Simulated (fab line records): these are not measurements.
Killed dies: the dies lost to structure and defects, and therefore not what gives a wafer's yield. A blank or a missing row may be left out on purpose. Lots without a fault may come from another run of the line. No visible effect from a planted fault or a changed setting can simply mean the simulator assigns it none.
fab line records | flow nand_harc
[record] lots = 12 wafers = 36 last_day = 33
route steps=1302 shown P_GATE@174 P_CONTACT@236 END@1302
lots that met no fault: taken from a fault-free run of the same line
start_h: start of the lot's first displayed wafer, in hours after the record's first day | wait_h: hours elapsed since this lot's preceding step | " identical to the entry in the row above | L1.1+2: one row covering several wafers at once | - no value, or no start given | * or withheld: withheld | < > ~ a bound
route shown NAME@n: a module of which the file shows steps, and the number in the route of the first | usual: mean/standard deviation taken from wafers without a fault | same: alike in all rows | chamber/n: place in a boat | sites: each site's reading | _std_site: how widely they spread, as a standard deviation | _edge_site: inner sites' mean taken away from outer sites' mean | radius_mm: for every site, how far away it sits from the centre of the wafer | mask NAME#n: copy n | behind: the last tool/chamber to shape the wafer | hold: reason for holding the lot/hours on hold/outcome of the hold | device: which transistor (n, p or np) failed to switch | end of line: the tests these same wafers got at the end of their route | a step given without rows: its recipe and nothing more | killed: the dies lost at the first sort to structure and to defects; this is not the yield of the wafer | map: the dies of a wafer, with x for killed, . for not killed, _ for no die there
set.NAME: the setting as run; set.NAME@STEP: as run at that earlier step | model.NAME: the simulator's own value behind a step, which no gauge read
one table for each step of the route and one row for each wafer, over a sample of lots
services: a tool's chamber out of use, with start hour (start_h, from the record's first day; less than 0 if before it), hours out, and reason
[[steps]]
[step NHARC_P_GATE_STRIP_111]
[recipe] power_w = 1500 temp_c = 110 time_s = 250 chemistry = N2/H2
[usual] drypump_motor_current_A = 5.9/0.49 heater_power_w = 104/11
// columns lot.wafer tool chamber start_h wait_h drypump_motor_current_A heater_power_w rf_hours_counter_h
L959.1 plasma_asher-01 1 116.81 0.2 6.1 115 27
L959.6 " 1 " " 6.1 114 -
L959.5 " 0 " " 5.5 97 -
L961.2 plasma_asher-02 0 130.48 0.2 5.2 88 8
L961.4 " 1 " " 6.6 110 -
L961.6 " 1 " " 6.7 112 -
L962.1 plasma_asher-01 0 140.07 0.2 5.5 95 32
L962.6 " 1 " " 6.1 116 -
L962.5 " 0 " " 5.5 96 -
L967.1 plasma_asher-01 1 185.91 0.2 6.1 114 2
L967.2 " 0 " " 5.5 102 2
L967.3 " 1 " " 6.1 114 -
L969.2 plasma_asher-01 0 209.90 0.2 5.5 99 8
L969.3 " 0 " " 5.5 103 -
L969.6 " 0 " " 5.5 101 -
L972.2 plasma_asher-01 1 251.92 0.2 6.2 118 14
L972.4 " 1 " " 6.2 113 -
L972.5 " 0 " " 5.5 102 -
L973.1 plasma_asher-01 1 252.62 0.6 6.1 115 14
L973.6 " 1 " " 6.2 114 -
L973.5 " 0 " " 5.5 102 -
L976.1 plasma_asher-02 0 275.55 0.2 5.2 80 3
L976.3 " 0 " " 5.2 80 -
L976.4 " 1 " " 6.6 106 -
L978.2 plasma_asher-02 0 296.66 0.2 5.2 83 8
L978.3 " 0 " " 5.2 82 -
L978.4 " 1 " " 6.7 107 -
L979.3 plasma_asher-02 0 310.66 0.2 5.2 83 -
L979.5 " 0 " " 5.2 83 -
L979.6 " 1 " " 6.6 106 -
L980.1 plasma_asher-02 1 318.18 0.2 6.6 108 11
L980.3 " 0 " " 5.2 82 -
L980.4 " 1 " " 6.6 111 -
L981.4 plasma_asher-01 1 328.80 0.3 6.2 114 -
L981.5 " 0 " " 5.5 100 -
L981.6 " 1 " " 6.1 114 -
[step NHARC_P_GATE_CD_MEAS_91]
[recipe] target_cd_nm = 2000 landing_energy_ev = 500
[usual] cd_nm = 2000.1/1.5
// columns lot.wafer tool chamber start_h wait_h cd_nm
L959.1 cd_sem-02 0 119.64 - 1999.5
L959.5 " 0 " " 1997.2
L959.6 " 0 " " 1998.0
L961.2 cd_sem-01 0 133.42 - 2000.3
L961.4 " 0 " " 2000.9
L961.6 " 0 " " 1999.4
L962.1 cd_sem-03 0 142.82 - 2001.6
L962.5 " 0 " " 1999.4
L962.6 " 0 " " 2001.5
L967.1 cd_sem-02 0 189.01 - 2000.2
L967.2 " 0 " " 2001.1
L967.3 " 0 " " 2001.4
L969.2 cd_sem-01 0 212.88 - 2001.8
L969.3 " 0 " " 2001.2
L969.6 " 0 " " 2000.5
L972.2 cd_sem-02 0 254.80 - 2001.2
L972.4 " 0 " " 1998.2
L972.5 " 0 " " 2000.6
L973.1 cd_sem-02 0 255.90 - 2001.2
L973.5 " 0 " " 1997.8
L973.6 " 0 " " 1999.9
L976.1 cd_sem-01 0 278.48 - 1998.2
L976.3 " 0 " " 2000.1
L976.4 " 0 " " 1999.9
L978.2 cd_sem-01 0 299.48 - 2001.8
L978.3 " 0 " " 2001.6
L978.4 " 0 " " 2001.1
L979.3 cd_sem-03 0 313.27 - 1999.4
L979.5 " 0 " " 1999.2
L979.6 " 0 " " 2000.9
L980.1 cd_sem-01 0 320.94 - 2001.0
L980.3 " 0 " " 1999.7
L980.4 " 0 " " 2000.1
L981.4 cd_sem-02 0 331.47 - 1998.7
L981.5 " 0 " " 1998.6
L981.6 " 0 " " 1999.7
[step NHARC_P_GATE_STRIP_67]
[recipe] time_s = 600 temp_c = 130 chemistry = SPM
// columns lot.wafer tool chamber start_h wait_h
L959.5+6+1 wet_bench-02 0,2,4 122.40 0.1
L961.4+6+2 wet_bench-02 2,3,4 136.05 0.1
L962.1+6+5 wet_bench-02 0,1,2 145.65 0.2
L967.2+1+3 wet_bench-06 1,2,3 191.64 0.2
L969.6+3+2 wet_bench-02 5,0,2 215.50 0.0
L972.5+4+2 wet_bench-02 0,1,2 257.44 0.1
L973.6+1+5 wet_bench-02 4,6,0 259.12 0.0
L976.1+3+4 wet_bench-02 2,3,4 281.10 0.2
L978.4+3+2 wet_bench-05 3,4,5 302.11 0.1
L979.5+6+3 wet_bench-05 1,2,6 315.90 0.1
L980.3+4+1 wet_bench-05 7,0,2 323.55 0.1
L981.4+5+6 wet_bench-05 7,0,1 334.06 0.1
[step NHARC_P_GATE_INSPECT_68]
[usual] raw_defect_count = 199/71
// columns lot.wafer tool chamber start_h wait_h raw_defect_count
L959.1 defect_inspect-02 - 122.85 0.2 241
L959.5 " - " " 339
L959.6 " - " " 306
L961.2 defect_inspect-02 - 136.51 0.1 209
L961.4 " - " " 195
L961.6 " - " " 173
L962.1 defect_inspect-01 - 146.10 0.2 137
L962.5 " - " " 219
L962.6 " - " " 130
L967.1 defect_inspect-02 - 192.08 0.2 382
L967.2 " - " " 156
L967.3 " - " " 162
L969.2 defect_inspect-01 - 216.00 0.1 147
L969.3 " - " " 244
L969.6 " - " " 295
L972.2 defect_inspect-02 - 257.95 0.1 534
L972.4 " - " " 431
L972.5 " - " " 501
L973.1 defect_inspect-02 - 259.59 0.2 496
L973.5 " - " " 541
L973.6 " - " " 570
L976.1 defect_inspect-01 - 281.54 0.2 528
L976.3 " - " " 564
L976.4 " - " " 501
L978.2 defect_inspect-02 - 302.55 0.1 126
L978.3 " - " " 135
L978.4 " - " " 125
L979.3 defect_inspect-01 - 316.36 0.1 204
L979.5 " - " " 253
L979.6 " - " " 193
L980.1 defect_inspect-02 - 324.00 0.2 185
L980.3 " - " " 126
L980.4 " - " " 135
L981.4 defect_inspect-01 - 334.52 0.1 223
L981.5 " - " " 147
L981.6 " - " " 165
[step NHARC_P_CONTACT_ETCH_35]
[recipe] target_depth_a = 390 over_etch_frac = 0.3 time_s = 65 ion_energy_ev = 80 cf4_flow_sccm = 150 ar_flow_sccm = 0 rf_w = 300 bias_w = 100 chemistry = CF4
[usual] chamber_pressure_mTorr = 50.00/0.041 drypump_motor_current_A = 5.7/0.43 oes_product_au = 1.000/0.0061 rf_vpp_V = 151.8/1.1 showerhead_plenum_p_Torr = 1.81/0.055 throttle_valve_pct = 13.284/0.0094
// columns lot.wafer tool chamber start_h wait_h chamber_pressure_mTorr drypump_motor_current_A oes_product_au rf_hours_counter_h rf_vpp_V showerhead_plenum_p_Torr throttle_valve_pct
L959.1 rie_diel-03 2 124.82 0.1 49.96 5.7 1.005 0.2 152.3 1.86 13.297
L959.5 " 1 " " 49.97 6.2 0.997 - 151.5 1.79 13.289
L959.6 " 2 " " 49.93 5.8 0.996 - 151.3 1.86 13.289
L961.4 rie_diel-08 3 138.38 0.1 49.95 5.3 1.003 7.1 152.8 1.76 13.293
L961.2 " 0 " " 50.02 5.1 1.003 6.9 150.2 1.81 13.287
L961.6 " 3 " " 49.94 5.3 1.000 - 152.4 1.76 13.283
L962.1 rie_diel-08 1 148.02 0.1 50.07 6.4 1.005 6.9 150.9 1.74 13.279
L962.6 " 2 " " 49.95 6.1 1.005 - 152.3 1.83 13.281
L962.5 " 1 " " 49.96 6.5 1.012 - 151.3 1.74 13.279
L967.2 rie_diel-03 2 193.97 0.1 50.10 5.7 1.001 2.1 153.3 1.86 13.271
L967.1 " 3 " " 49.97 5.8 0.987 2.5 152.3 1.82 13.287
L967.3 " 0 " " 49.98 5.5 1.001 2.7 153.3 1.89 13.279
L969.3 rie_diel-03 3 217.77 0.1 49.97 5.7 1.002 3.3 153.4 1.82 13.287
L969.2 " 0 " " 50.00 5.5 1.001 3.6 153.6 1.88 13.293
L969.6 " 3 " " 50.04 5.7 1.002 - 151.8 1.82 13.273
L972.4 rie_diel-03 3 259.73 0.1 50.02 5.8 0.980 4.1 152.8 1.82 13.294
L972.2 " 1 " " 50.01 6.3 0.999 4.0 151.5 1.79 13.290
L972.5 " 3 " " 49.91 5.7 1.000 - 151.9 1.82 13.285
L973.1 rie_diel-03 3 261.48 0.1 50.03 5.8 0.995 4.6 151.4 1.82 13.273
L973.6 " 2 " " 50.06 5.7 1.002 - 152.4 1.86 13.285
L973.5 " 3 " " 50.02 5.8 0.995 - 152.1 1.82 13.264
L976.1 rie_diel-07 1 283.42 0.1 50.04 6.2 1.002 4.0 153.4 1.89 13.293
L976.4 " 2 " " 50.02 5.8 0.998 3.9 150.8 1.73 13.289
L976.3 " 0 " " 49.97 4.7 0.992 4.0 153.1 1.86 13.287
L978.3 rie_diel-07 3 304.30 0.1 50.00 5.8 1.012 0.0 151.2 1.74 13.281
L978.4 " 0 " " 49.96 4.8 0.998 0.0 153.0 1.86 13.292
L978.2 " 2 " " 49.99 5.8 1.002 0.0 150.2 1.73 13.275
L979.3 rie_diel-07 0 318.25 0.1 49.97 4.7 0.999 0.5 151.6 1.86 13.289
L979.6 " 1 " " 49.98 6.2 0.995 - 151.9 1.89 13.270
L979.5 " 2 " " 50.02 5.8 1.001 - 148.8 1.73 13.286
L980.4 rie_diel-03 1 325.88 0.1 50.07 6.2 0.995 0.8 151.7 1.78 13.295
L980.1 " 2 " " 50.01 5.7 1.001 0.6 151.3 1.86 13.274
L980.3 " 3 " " 50.02 5.8 1.006 0.3 152.4 1.82 13.282
L981.4 rie_diel-08 1 336.29 0.1 49.93 6.4 0.999 6.5 150.0 1.73 13.283
L981.6 " 3 " " 49.98 5.3 1.005 - 152.0 1.76 13.283
L981.5 " 0 " " 49.96 5.2 0.999 - 151.4 1.80 13.277
[step NHARC_END_SORT_01]
[recipe] temp_c = 25
[usual] killed_at_array = 54/16 killed_at_other = 0.6/0.86 killed_at_periphery = 3.8/2.6 killed_dies = 58/16 killed_open = 3.3/1.8 killed_short = 2.7/1.7
[same] gross_dies = 677
// columns lot.wafer tool chamber start_h wait_h killed_at_array killed_at_other killed_at_periphery killed_dies killed_open killed_short
L973.1 prober-02 0 700.80 2.5 36 0 62 98 2 3
L973.5 prober-02 0 704.00 3.7 35 0 48 83 6 8
L973.6 prober-02 0 704.80 4.0 39 0 36 75 2 2
L972.2 prober-02 0 709.45 2.8 52 0 75 127 4 5
L972.4 prober-02 0 711.03 3.4 50 0 78 128 2 2
L972.5 prober-02 0 711.82 3.7 52 0 42 94 6 4
L976.1 prober-01 0 754.70 2.5 27 1 75 103 4 3
L976.3 prober-01 0 756.29 3.1 23 0 27 50 3 0
L976.4 prober-01 0 757.09 3.4 26 0 33 59 4 5
// killed by level:class
L973.1 P_GATE:unspecified=59 A_SLIT:chamber_film_flake=18 A_CHANNEL_HOLE_D1:chamber_film_flake=4 A_CONTACT:chamber_film_flake=4 A_STAIRCASE:chamber_film_flake=3 P_GATE:chamber_film_flake=2 A_CHANNEL_FILL_D1:chamber_film_flake=2 A_ONON_D1:geometric_particle:open=1
L973.5 P_GATE:unspecified=37 A_SLIT:chamber_film_flake=9 P_GATE:chamber_film_flake=7 A_CHANNEL_FILL_D1:chamber_film_flake=3 A_DECK1_JOINT:chamber_film_flake=3 A_STAIRCASE:chamber_film_flake=3 A_CONTACT:chamber_film_flake=3 A_DECK1_JOINT:geometric_particle:open=2
L973.6 P_GATE:unspecified=33 A_SLIT:chamber_film_flake=20 A_STAIRCASE:chamber_film_flake=3 P_GATE:chamber_film_flake=3 A_DECK1_JOINT:chamber_film_flake=3 A_CHANNEL_FILL_D1:chamber_film_flake=2 A_CHANNEL_HOLE_D1:chamber_film_flake=2 A_CONTACT:chamber_film_flake=2
L972.2 P_GATE:unspecified=71 A_CHANNEL_HOLE_D1:chamber_film_flake=35 P_GATE:chamber_film_flake=3 A_M1:chamber_film_flake=3 A_ONON_D1:geometric_particle:short=2 A_WL_FILL:geometric_particle:short=2 A_CONTACT:chamber_film_flake=2 P_CONTACT:geometric_particle:open=1
L972.4 P_GATE:unspecified=77 A_CHANNEL_HOLE_D1:chamber_film_flake=29 A_STAIRCASE:chamber_film_flake=7 A_CHANNEL_FILL_D1:chamber_film_flake=4 A_CONTACT:chamber_film_flake=3 A_SLIT:chamber_film_flake=2 P_M1:geometric_particle:open=1 A_ONON_D1:geometric_particle:short=1
L972.5 P_GATE:unspecified=39 A_CHANNEL_HOLE_D1:chamber_film_flake=33 A_STAIRCASE:chamber_film_flake=4 A_DECK1_JOINT:geometric_particle:open=2 A_WL_FILL:geometric_particle:short=2 A_WL_FILL:geometric_particle:open=2 P_ZERO_WELL:chamber_film_flake=2 A_SLIT:chamber_film_flake=2
L976.1 P_GATE:unspecified=72 A_CHANNEL_HOLE_D1:chamber_film_flake=11 A_CONTACT:chamber_film_flake=4 A_CHANNEL_FILL_D2:geometric_particle:open=2 A_SLIT:chamber_film_flake=2 A_STAIRCASE:chamber_film_flake=2 P_M0:geometric_particle:short=1 A_CHANNEL_FILL_D1:geometric_particle:short=1
L976.3 P_GATE:unspecified=26 A_CHANNEL_HOLE_D1:chamber_film_flake=7 A_WL_FILL:chamber_film_flake=5 A_CONTACT:chamber_film_flake=4 A_SLIT:chamber_film_flake=3 A_ZERO_WELL:chamber_film_flake=2 P_GATE:geometric_particle:open=1 A_WL_FILL:geometric_particle:open=1
L976.4 P_GATE:unspecified=30 A_CHANNEL_HOLE_D1:chamber_film_flake=9 A_CONTACT:chamber_film_flake=5 A_CHANNEL_HOLE_D2:geometric_particle:open=2 A_CHANNEL_FILL_D1:chamber_film_flake=2 A_SLIT:chamber_film_flake=2 A_WL_FILL:chamber_film_flake=2 P_STI:geometric_particle:short=1
[[services]]
// columns tool chamber start_h hours kind
plasma_asher-02 - 97.75 0.9 repair
rie_diel-03 - 104.30 9.0 pm
rie_diel-07 0 108.86 3.9 repair
rie_diel-07 - 117.20 9.0 pm
rie_diel-08 3 147.08 9.3 repair
wet_bench-06 - 155.21 0.8 repair
plasma_asher-02 - 164.84 1.0 repair
plasma_asher-01 - 166.38 9.0 pm
plasma_asher-01 0 166.38 9.0 vent_cycle
plasma_asher-01 1 166.38 9.0 vent_cycle
rie_diel-08 0 180.13 13.4 repair
rie_diel-08 - 190.80 9.0 pm
wet_bench-06 - 193.60 8.0 pm
rie_diel-08 2 219.48 1.5 repair
rie_diel-07 - 234.53 0.9 repair
rie_diel-07 - 236.77 1.2 repair
rie_diel-08 1 241.61 2.8 repair
wet_bench-02 - 244.00 8.0 pm
plasma_asher-02 - 251.53 9.0 pm
wet_bench-05 - 260.80 8.0 pm
rie_diel-03 - 281.30 9.0 pm
rie_diel-07 - 294.20 9.0 pm
rie_diel-03 3 310.63 6.9 repair
plasma_asher-02 - 315.07 0.5 repair
[[key]]
[first_sign] step = NHARC_P_GATE_INSPECT_68 reading = raw_defect_count direction = up sigmas = 4.5 usual = 199 struck = 518
[effect] step = NHARC_END_SORT_01 reading = killed_at_periphery direction = up sigmas = 19 usual = 3.8 struck = 52.9
[more_kills_born_at] NHARC_P_GATE_STRIP_67@wet_bench-02 = 444
met_at NHARC_P_GATE_STRIP_67
struck_lots L972,L973,L976
tester_left_out L972,L973,L976
not_acting_at NHARC_P_GATE_STRIP_111,NHARC_P_GATE_CD_MEAS_91,NHARC_P_CONTACT_ETCH_35
onset_between 215.50 257.44
[fault] kind = chamber_particle_source tool = wet_bench-02 chamber = - onset_h = 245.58 steps = NHARC_P_GATE_STRIP_67 rate_per_visit_cm2 = 0.51264 end_h = 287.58
// tester_left_out: of these lots the tester's yield and bins aren't shown, on N5 and GAA mostly nor the transistor test; their killed dies are dies lost to structure and defects alone, not to doping, threshold or leakage, so they don't give the yield
